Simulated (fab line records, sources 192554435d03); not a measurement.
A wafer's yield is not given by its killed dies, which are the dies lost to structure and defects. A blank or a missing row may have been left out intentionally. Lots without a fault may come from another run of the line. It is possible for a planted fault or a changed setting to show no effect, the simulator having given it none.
fab line records | flow n5-finfet
record: lots: 7 wafers: 21 last-day: 20
route steps=1938 shown STI_FIN_REVEAL@188 PASSIVATION@1936
lots untouched by any fault: they come from a run of this same line in which no faults occurred
start-h: hours from the record's first day to the start of the lot's first wafer shown | wait-h: time in hours since the lot's previous step | " repeats the value in the row above | L1.1+2: several wafers, shown together as one row | - no value present, or no start provided | * or withheld: withheld | < > ~ a bound
route shown NAME@n: NAME is a module with steps in the file, n the number in the route of the first one | usual: average and standard deviation across the fault-free wafers | same: alike in all rows | chamber/n: place in a boat | sites: readings site by site | _std_site: their standard deviation | _edge_site: mean of outer sites minus mean of inner sites | radius-mm: how far each site lies from the wafer's centre | mask NAME#n: copy n | behind: the tool/chamber that last shaped the wafer | hold: what put the lot on hold/how long, in hours/how the hold closed | device: transistor that didn't switch, given as n, p or np | end of line: the same wafers' tests at the end of the route | step lacking rows: just its recipe | killed: count of dies lost to structure and defects at first sort (not the wafer's yield) | map: dies across one wafer; x = killed, . = not, _ = none there
set.NAME: setting as actually run; set.NAME@STEP: the setting as run at that earlier step | model.NAME: the simulator's own value behind a step, which no gauge read
lots at some steps of the route; a table a step, a row a wafer
services: when a tool's chamber went out of use (start-h, in hours from the record's first day, below 0 if earlier), for how many hours, and the reason
== steps ==
step: N5_STI_FIN_REVEAL_THK_MEAS_05
usual: thk-nm: 132.0/0.99
columns lot.wafer tool chamber start-h wait-h thk-nm
L363.1 film-metro-02 - 34.25 - 130.7
L363.2 " - " " 130.4
L363.6 " - " " 130.9
L367.2 film-metro-02 - 59.71 - 131.8
L367.5 " - " " 132.2
L367.6 " - " " 130.9
L368.3 film-metro-02 - 63.52 - 131.4
L368.4 " - " " 131.3
L368.5 " - " " 132.2
L369.3 film-metro-02 - 69.06 - 132.8
L369.4 " - " " 134.1
L369.6 " - " " 134.1
L372.2 film-metro-01 - 87.86 - 133.3
L372.3 " - " " 132.8
L372.4 " - " " 132.7
L384.2 film-metro-01 - 170.67 - 130.8
L384.3 " - " " 130.5
L384.5 " - " " 131.0
L386.3 film-metro-02 - 174.03 - 131.3
L386.4 " - " " 132.2
L386.5 " - " " 131.8
step: N5_STI_FIN_REVEAL_DENSIFY_30
recipe: temp-c: * time-s: * ambient: N2 idle-temp-c: 600 ramp-up-c-per-s: 150 ramp-down-c-per-s: 60 cool-to-c: 600
usual: lamp-power-pct: 11.53/0.052 wafer_temp_C_max: *
columns lot.wafer tool chamber start-h wait-h lamp-power-pct wafer_temp_C_max
L363.1 rtp-anneal-01 0 34.28 0.0 11.53 *
L363.2 " 0 " " 11.56 *
L363.6 " 0 " " 11.55 *
L367.2 rtp-anneal-02 0 59.86 0.2 11.43 *
L367.5 " 0 " " 11.54 *
L367.6 " 0 " " 11.50 *
L368.3 rtp-anneal-01 0 63.61 0.1 11.52 *
L368.4 " 0 " " 11.72 *
L368.5 " 0 " " 11.56 *
L369.3 rtp-anneal-01 0 69.14 0.1 11.57 *
L369.4 " 0 " " 11.43 *
L369.6 " 0 " " 11.45 *
L372.2 rtp-anneal-01 0 87.92 0.1 11.59 *
L372.3 " 0 " " 11.46 *
L372.4 " 0 " " 11.54 *
L384.2 rtp-anneal-02 0 170.73 0.1 11.60 *
L384.3 " 0 " " 11.58 *
L384.5 " 0 " " 11.56 *
L386.3 rtp-anneal-01 0 174.12 0.1 11.55 *
L386.4 " 0 " " 11.52 *
L386.5 " 0 " " 11.46 *
step: N5_STI_FIN_REVEAL_ETCHBACK_08
recipe: chemistry: C4F6/O2 target: SiO2 target-depth-a: 305 time-s: 10.167 ion-energy-ev: 250 pressure-mtorr: 30 source-w: 345 bias-w: 185 Ar_flow_sccm: 300 C4F6_flow_sccm: 10 O2_flow_sccm: 10
usual: chamber-pressure-mTorr: 30.00/0.046 drypump-motor-current-A: 5.7/0.43 oes-product-au: 0.77/0.065 rf-vpp-V: 670/5.5 showerhead-plenum-p-Torr: 2.88/0.049 throttle-valve-pct: 21.15/0.15
columns lot.wafer tool chamber start-h wait-h chamber-pressure-mTorr drypump-motor-current-A oes-product-au rf-hours-counter-h rf-vpp-V showerhead-plenum-p-Torr throttle-valve-pct
L363.1 rie-diel-05 2 34.49 0.2 30.01 5.7 0.76 151 665 2.86 20.94
L363.2 " 0 " " 29.96 6.1 0.81 82 664 2.88 21.13
L363.6 " 0 " " 30.03 6.1 0.79 - 664 2.88 21.13
L367.2 rie-diel-05 2 60.05 0.2 30.02 5.8 0.77 160 667 2.85 20.97
L367.5 " 2 " " 29.98 5.7 0.76 - 665 2.85 20.96
L367.6 " 1 " " 30.03 6.3 0.98 - 670 2.80 20.82
L368.3 rie-diel-04 0 63.76 0.1 29.98 6.0 0.70 189 667 2.83 20.97
L368.4 " 1 " " 30.02 5.4 0.71 179 674 2.95 21.08
L368.5 " 1 " " 30.02 5.3 0.71 - 674 2.95 21.09
L369.3 rie-diel-02 0 69.31 0.1 29.96 6.2 0.91 26 672 2.90 21.01
L369.4 " 3 " " 30.00 5.8 0.73 195 675 2.93 21.25
L369.6 " 1 " " 30.06 5.7 0.77 - 675 2.86 21.28
L372.2 rie-diel-02 1 88.10 0.2 30.02 5.7 0.76 145 674 2.86 21.28
L372.3 " 3 " " 30.01 5.8 0.72 201 676 2.93 21.24
L372.4 " 0 " " 29.96 6.2 0.89 32 672 2.89 21.03
L384.2 rie-diel-02 2 170.95 0.2 30.00 4.8 0.75 157 674 2.85 21.40
L384.3 " 1 " " 29.98 5.7 0.74 170 674 2.85 21.32
L384.5 " 0 " " 30.05 6.2 0.86 - 672 2.88 21.05
L386.3 rie-diel-05 1 174.36 0.2 30.02 6.3 0.87 39 671 2.78 20.84
L386.4 " 2 " " 29.98 5.7 0.72 196 664 2.84 21.01
L386.5 " 3 " " 30.03 5.5 0.74 - 667 2.95 21.08
step: N5_STI_FIN_REVEAL_STRIP_24
recipe: chemistry: N2/H2 time-s: 90 power-w: 100 temp-c: 40 pressure-mtorr: 100 rf-frequency-hz: 6e+07 bias-power-w: 3 n2-flow-sccm: 300 h2-flow-sccm: 300
step: N5_STI_FIN_REVEAL_PRECLEAN_25
recipe: chemistry: SPM time-s: 90 temp-c: 120 mix: 4:1
step: N5_STI_FIN_REVEAL_PRECLEAN_26
recipe: chemistry: SC1 time-s: 45 temp-c: 46 mix: 1:2:100
step: N5_STI_FIN_REVEAL_PRECLEAN_29
recipe: chemistry: DHF time-s: 30 temp-c: 25 dilution: 300:1
step: N5_STI_FIN_REVEAL_SRD_12
recipe: time-s: 30 temp-c: 23 rinse-liquid: diw dry: ipa-marangoni
step: N5_STI_FIN_REVEAL_RECESS_09
recipe: chemistry: HF/NH3 target: SiO2 afs-cycles: 11 target-depth-a: 425 temp-c: 30 sublimation-temp-c: 180 sublimation-time-s: 60
usual: drypump-motor-current-A: 5.8/0.39 sublimation-temp-c: 179.98/0.14
columns lot.wafer tool chamber start-h wait-h drypump-motor-current-A sublimation-temp-c
L363.1 vapor-etch-02 0 34.74 0.0 5.6 180.02
L363.2 " 1 " " 5.4 179.93
L363.6 " 1 35.80 1.1 5.4 179.46
L367.2 vapor-etch-01 0 60.31 0.0 5.9 179.96
L367.5 " 0 61.37 1.1 6.0 180.01
L367.6 " 1 " " 6.5 179.77
L368.3 vapor-etch-01 0 64.55 0.6 6.0 180.22
L368.4 " 1 " " 6.5 179.73
L368.5 " 1 " " 6.5 179.69
L369.3 vapor-etch-02 1 70.09 0.6 5.5 179.96
L369.4 " 0 " " 5.6 179.96
L369.6 " 0 " " 5.6 180.19
L372.2 vapor-etch-02 1 88.35 0.0 5.4 180.04
L372.3 " 0 " " 5.7 179.92
L372.4 " 1 " " 5.5 179.97
L384.2 vapor-etch-02 1 171.20 0.0 5.5 180.12
L384.3 " 1 " " 5.5 179.85
L384.5 " 1 " " 5.5 179.96
L386.3 vapor-etch-02 1 175.14 0.6 5.5 179.97
L386.4 " 0 " " 5.6 179.79
L386.5 " 0 " " 5.6 179.96
step: N5_STI_FIN_REVEAL_STRIP_16
recipe: chemistry: H3PO4 material: SiNx temp-c: 165 target-depth-a: 238 overetch-fraction: 0.4964 dry: ipa-marangoni
step: N5_STI_FIN_REVEAL_PRECLEAN_17
recipe: chemistry: NF3:NH3 afs-cycles: 1 temp-c: 30 time-s: 20 sublimation-temp-c: 180 sublimation-time-s: 60 pressure-torr: 3 rf-power-w: 30
step: N5_STI_FIN_REVEAL_ETCH_34
recipe: chemistry: H2 mode: isotropic material: Si target: Si target-depth-a: 9.7 temp-c: 20 pressure-mtorr: 4.5 icp-w: 300 bias-w: 0 h2-flow-sccm: 7.5 he-flow-sccm: 142.5
usual: chamber-pressure-mTorr: 4.500/0.0042 drypump-motor-current-A: 5.7/0.53 oes-product-au: 1.001/0.023 throttle-valve-pct: 25.83/0.28
columns lot.wafer tool chamber start-h wait-h chamber-pressure-mTorr drypump-motor-current-A oes-product-au rf-hours-counter-h throttle-valve-pct
L363.1 rie-si-03 2 36.83 0.2 4.500 5.2 1.019 104 25.68
L363.2 " 3 " " 4.510 4.9 1.021 79 25.89
L363.6 " 1 " " 4.497 5.6 0.981 - 25.96
L367.2 rie-si-01 3 62.40 0.1 4.497 5.7 1.000 122 25.25
L367.5 " 1 " " 4.501 6.7 1.042 - 26.05
L367.6 " 2 " " 4.511 6.4 1.001 - 26.09
L368.3 rie-si-03 3 66.11 0.1 4.502 4.9 1.022 80 25.87
L368.4 " 1 " " 4.497 5.6 0.987 181 25.97
L368.5 " 3 " " 4.497 4.9 1.033 - 25.89
L369.3 rie-si-02 3 71.65 0.1 4.501 5.6 0.965 3 25.66
L369.4 " 1 " " 4.499 5.8 0.982 183 26.12
L369.6 " 0 " " 4.499 5.5 1.016 - 25.97
L372.2 rie-si-02 1 90.44 0.1 4.495 5.8 0.998 184 26.13
L372.3 " 3 " " 4.505 5.6 0.979 3 25.65
L372.4 " 2 " " 4.502 5.0 1.030 72 26.02
L384.2 rie-si-03 2 173.31 0.1 4.502 5.2 1.031 107 25.67
L384.3 " 1 " " 4.497 5.6 0.987 183 25.97
L384.5 " 1 " " 4.504 5.6 0.989 - 25.94
L386.3 rie-si-01 2 176.70 0.1 4.505 6.4 0.988 72 26.09
L386.4 " 1 " " 4.506 6.7 1.017 84 26.04
L386.5 " 2 " " 4.502 6.4 0.994 - 26.10
step: N5_STI_FIN_REVEAL_OXIDATION_31
recipe: chemistry: O2_PLASMA_REMOTE temp-c: 150 time-s: 20 pressure-mtorr: 1000 source-power-w: 2000 o2-flow-sccm: 3000
usual: chamber-pressure-mTorr: 1000.1/0.95 drypump-motor-current-A: 5.25/0.2 heater-power-w: 148/8.4
columns lot.wafer tool chamber start-h wait-h chamber-pressure-mTorr drypump-motor-current-A heater-power-w rf-hours-counter-h model.Si_of_PMOS_HMC_CHANNEL_EPI_EPI_26.thk-nm
L363.1 plasma-asher-02 0 36.89 0.0 1000.0 5.40 152 29 3
L363.2 " 1 " " 1000.4 5.34 157 29 3
L363.6 " 0 " " 1002.0 5.39 153 - 3
L367.2 plasma-asher-01 1 62.46 0.0 - - - - 3.395
L367.5 " 1 " " - - - - 3.394
L367.6 " 0 " " - - - - 3.385
L368.3 plasma-asher-01 0 66.19 0.1 - - - - 3.264
L368.4 " 1 " " - - - - 3.269
L368.5 " 0 " " - - - - 3.324
L369.3 plasma-asher-01 0 71.73 0.1 - - - - 3.334
L369.4 " 1 " " - - - - 3.341
L369.6 " 0 " " - - - - 3.358
L372.2 plasma-asher-01 1 90.50 0.0 1000.3 4.89 136 90 3
L372.3 " 1 " " 999.7 4.87 136 - 3
L372.4 " 0 " " 1001.2 5.38 149 - 3
L384.2 plasma-asher-02 1 173.37 0.0 997.8 5.32 152 53 3
L384.3 " 0 " " 998.3 5.38 150 - 3
L384.5 " 0 " " 1001.4 5.38 149 - 2.8
L386.3 plasma-asher-02 1 176.78 0.1 999.9 5.30 157 - 3
L386.4 " 0 " " 1000.7 5.41 154 - 3.2
L386.5 " 0 " " 1000.6 5.39 151 - 3
step: N5_STI_FIN_REVEAL_PRECLEAN_32
recipe: chemistry: NF3:NH3 afs-cycles: 1 temp-c: 30 time-s: 20 sublimation-temp-c: 180 sublimation-time-s: 60 pressure-torr: 3 rf-power-w: 30
step: N5_STI_FIN_REVEAL_STRIP_35
recipe: chemistry: H3PO4 material: Si3N4 temp-c: 165 target-depth-a: 40 time-s: 39
step: N5_STI_FIN_REVEAL_SRD_21
recipe: dry: ipa-marangoni time-s: 30 temp-c: 23 rinse-liquid: diw
step: N5_STI_FIN_REVEAL_OXIDATION_33
recipe: chemistry: O2_PLASMA_REMOTE temp-c: 150 time-s: 20 pressure-mtorr: 1000 source-power-w: 2000 o2-flow-sccm: 3000
usual: chamber-pressure-mTorr: 1000.0/0.92 drypump-motor-current-A: 5.24/0.21 heater-power-w: 148/9
columns lot.wafer tool chamber start-h wait-h chamber-pressure-mTorr drypump-motor-current-A heater-power-w rf-hours-counter-h
L363.1 plasma-asher-01 0 37.24 0.0 1000.6 5.37 150 80
L363.2 " 1 " " 999.8 4.89 134 80
L363.6 " 0 " " 1000.4 5.37 149 -
L367.2 plasma-asher-01 1 62.82 0.0 1001.4 4.91 134 85
L367.5 " 0 " " 999.4 5.38 149 -
L367.6 " 1 " " 997.5 4.92 138 -
L368.3 plasma-asher-01 0 66.54 0.0 999.8 5.38 154 -
L368.4 " 1 " " 1000.0 4.91 139 -
L368.5 " 0 " " 999.2 5.40 147 -
L369.3 plasma-asher-02 1 72.08 0.0 999.6 5.33 156 -
L369.4 " 0 " " 999.7 5.38 152 -
L369.6 " 0 " " 999.5 5.35 149 -
L372.2 plasma-asher-01 0 90.85 0.0 999.7 5.43 151 90
L372.3 " 1 " " 999.4 4.91 134 -
L372.4 " 0 " " 1000.3 5.39 148 -
L384.2 plasma-asher-01 1 173.72 0.0 999.6 4.89 134 104
L384.3 " 1 " " 999.7 4.89 131 -
L384.5 " 0 " " 999.7 5.39 150 -
L386.3 plasma-asher-02 0 177.13 0.0 1000.0 5.37 151 -
L386.4 " 1 " " 1000.5 5.33 161 -
L386.5 " 0 " " 1000.0 5.40 155 -
step: N5_STI_FIN_REVEAL_CLEAN_19
recipe: chemistry: O3/DIW temp-c: 25 time-s: 120 o3-ppm: 10
usual: bath-heat-duty-pct: 6.3/0.84
columns lot.wafer tool chamber start-h wait-h bath-heat-duty-pct model.Si_of_PMOS_HMC_CHANNEL_EPI_EPI_26.thk-nm
L363.1 wet-bench-02 5 37.33 0.1 4.8 2.4
L363.2 " 0 " " 7.1 2.4
L363.6 " 3 " " 6.8 2.4
L367.2 wet-bench-02 5 62.90 0.1 5.6 2.8
L367.5 " 7 " " 8.7 2.8
L367.6 " 6 " " 6.5 2.8
L368.3 wet-bench-04 0 66.61 0.0 6.7 2.8
L368.4 " 6 " " 7.3 2.8
L368.5 " 2 " " 6.3 2.8
L369.3 wet-bench-02 4 72.15 0.0 5.9 2.8
L369.4 " 0 " " 6.2 2.8
L369.6 " 1 " " 5.9 2.8
L372.2 wet-bench-02 2 90.94 0.1 7.2 2.4
L372.3 " 1 " " 5.9 2.4
L372.4 " 5 " " 6.1 2.4
L384.2 wet-bench-04 4 173.81 0.1 6.5 2.4
L384.3 " 3 " " 7.4 2.4
L384.5 " 6 " " 7.2 2.4
L386.3 wet-bench-01 6 177.20 0.0 4.2 2.4
L386.4 " 2 " " 6.6 2.6
L386.5 " 3 " " 4.2 2.4
step: N5_STI_FIN_REVEAL_SRD_23
recipe: dry: ipa-marangoni time-s: 30 temp-c: 23 rinse-liquid: diw
step: N5_STI_FIN_REVEAL_CD_MEAS_22
recipe: target-cd-nm: 6.238 pitch-nm: 28 polarity: line
usual: cd-nm: 6.29/0.24
columns lot.wafer tool chamber start-h wait-h cd-nm
L363.1 cd-sem-01 - 37.41 0.0 6.52
L363.2 " - " " 6.73
L363.6 " - " " 6.03
L367.2 cd-sem-02 - 62.98 0.0 7.46
L367.5 " - " " 7.35
L367.6 " - " " 7.51
L368.3 cd-sem-03 - 66.69 0.0 7.52
L368.4 " - " " 7.79
L368.5 " - " " 7.49
L369.3 cd-sem-01 - 72.23 0.0 7.20
L369.4 " - " " 7.04
L369.6 " - " " 7.35
L372.2 cd-sem-03 - 91.02 0.0 6.53
L372.3 " - " " 6.00
L372.4 " - " " 6.76
L384.2 cd-sem-03 - 173.89 0.0 6.07
L384.3 " - " " 6.04
L384.5 " - " " 6.47
L386.3 cd-sem-02 - 177.28 0.0 6.32
L386.4 " - " " 6.17
L386.5 " - " " 6.15
step: N5_STI_FIN_REVEAL_FIN_H_MEAS_10
usual: trench-depth-nm: 51.9/0.58
columns lot.wafer tool chamber start-h wait-h trench-depth-nm
L363.1 ocd-01 - 37.44 0.0 52.4
L363.2 " - " " 52.7
L363.6 " - " " 51.9
L367.2 ocd-01 - 63.01 0.0 51.9
L367.5 " - " " 51.8
L367.6 " - " " 52.5
L368.3 ocd-02 - 66.72 0.0 52.7
L368.4 " - " " 52.0
L368.5 " - " " 51.4
L369.3 ocd-01 - 72.26 0.0 52.4
L369.4 " - " " 52.8
L369.6 " - " " 52.8
L372.2 ocd-01 - 91.05 0.0 51.6
L372.3 " - " " 51.0
L372.4 " - " " 51.3
L384.2 ocd-01 - 173.92 0.0 52.3
L384.3 " - " " 52.0
L384.5 " - " " 52.4
L386.3 ocd-02 - 177.31 0.0 51.9
L386.4 " - " " 51.2
L386.5 " - " " 51.5
step: N5_PASSIVATION_PROBE_49
usual: killed_at_M0_to_M3: 37/12 killed_at_M4_up: 15/5.6 killed-at-contacts: 13/6.9 killed-at-front-end: 40/11 killed-at-other: 4/3.2 killed-dies: 109/20 killed-open: 73/15 killed-short: 35/8.3
same: gross-dies: 1180 killed-at-back-side: 0
columns lot.wafer tool chamber start-h wait-h killed_at_M0_to_M3 killed_at_M4_up killed-at-contacts killed-at-front-end killed-at-other killed-dies killed-open killed-short
L369.3 prober-02 - 376.44 0.1 33 17 6 30 6 92 64 24
L369.4 prober-02 - 376.49 0.2 33 23 29 58 3 146 109 36
L369.6 prober-02 - 376.59 0.3 51 10 9 49 3 122 86 34
killed by level:class
L369.3 STI_FIN_REVEAL:geometric-particle:open=10 FIN_SAQP:geometric-particle:short=7 BEOL_M2:geometric-particle:open=6 FIN_SAQP:geometric-particle:open=5 BEOL_M0_SAQP:geometric-particle:open=5 BEOL_M1:geometric-particle:open=5 BEOL_M4:geometric-particle:open=5 MOL_CONTACT_COAG:geometric-particle:open=4
L369.4 FIN_SAQP:geometric-particle:open=20 MOL_CONTACT_COAG:geometric-particle:open=20 STI_FIN_REVEAL:geometric-particle:open=14 FIN_SAQP:geometric-particle:short=9 MOL_CONTACT_COAG:geometric-particle:short=9 BEOL_M2:geometric-particle:open=8 BEOL_M5:geometric-particle:open=7 BEOL_M1:geometric-particle:open=7
L369.6 FIN_SAQP:geometric-particle:open=11 STI_FIN_REVEAL:geometric-particle:open=11 FIN_SAQP:geometric-particle:short=10 BEOL_M0_SAQP:geometric-particle:open=10 BEOL_M2:geometric-particle:open=10 BEOL_M1:geometric-particle:open=9 BEOL_M3:geometric-particle:open=9 MOL_CONTACT_COAG:geometric-particle:open=7
== services ==
columns tool chamber start-h hours kind
rie-diel-02 - 15.41 0.6 repair
rie-si-01 - 24.00 2.1 repair
rie-diel-05 1 30.81 - clean
rie-diel-05 1 30.81 - consumable-replace:focus-ring
rie-diel-05 1 30.81 23.1 scheduled-down
rie-diel-05 1 30.81 23.1 vent-cycle
rie-si-01 - 37.42 14.6 pm
rie-si-03 0 38.13 3.4 repair
plasma-asher-01 - 45.23 0.5 repair
rie-si-03 - 70.51 2.8 pm
rie-diel-02 - 71.96 1.9 repair
rie-diel-02 - 91.19 4.7 repair
plasma-asher-01 - 117.74 3.1 repair
rie-diel-04 1 137.43 26.9 repair
rie-diel-04 - 140.31 15.6 pm
rie-si-01 1 143.65 4.7 repair
rie-si-02 0 144.13 3.1 repair
wet-bench-02 - 146.95 1.4 repair
rie-si-01 2 148.58 5.1 repair
plasma-asher-02 - 150.58 0.7 repair
wet-bench-01 - 155.22 1.3 repair
== key ==
first-sign: step: N5_STI_FIN_REVEAL_OXIDATION_31 reading: tool-record direction: missing
effect: step: N5_STI_FIN_REVEAL_CD_MEAS_22 reading: cd-nm direction: up sigmas: 4.7 usual: 6.29 struck: 7.41
model-effect: step: N5_STI_FIN_REVEAL_OXIDATION_31 value: Si_of_PMOS_HMC_CHANNEL_EPI_EPI_26.thk-nm without: 3 struck: 3.34
model-effect: step: N5_STI_FIN_REVEAL_CLEAN_19 value: Si_of_PMOS_HMC_CHANNEL_EPI_EPI_26.thk-nm without: 2.4 struck: 2.8
met-at N5_STI_FIN_REVEAL_OXIDATION_31
struck-wafers L367.2,L367.5,L367.6,L368.3,L368.4,L368.5,L369.3,L369.4,L369.6
rows-end L367.2,L367.5,L367.6,L368.3,L368.4,L368.5
tester-left-out L369
fault: kind: skipped-step-whole tool: plasma-asher-01 chamber: - onset-h: 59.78 steps: N5_STI_FIN_REVEAL_OXIDATION_31 scope: struck-lots-only
tester-left-out: of these lots the tester's yield and bins aren't shown, on N5 and GAA mostly nor the transistor test; their killed dies are dies lost to structure and defects alone, not to doping, threshold or leakage, so they don't give the yield
rows-end: these wafers met a further fault down the route, and their rows from its step on are left out
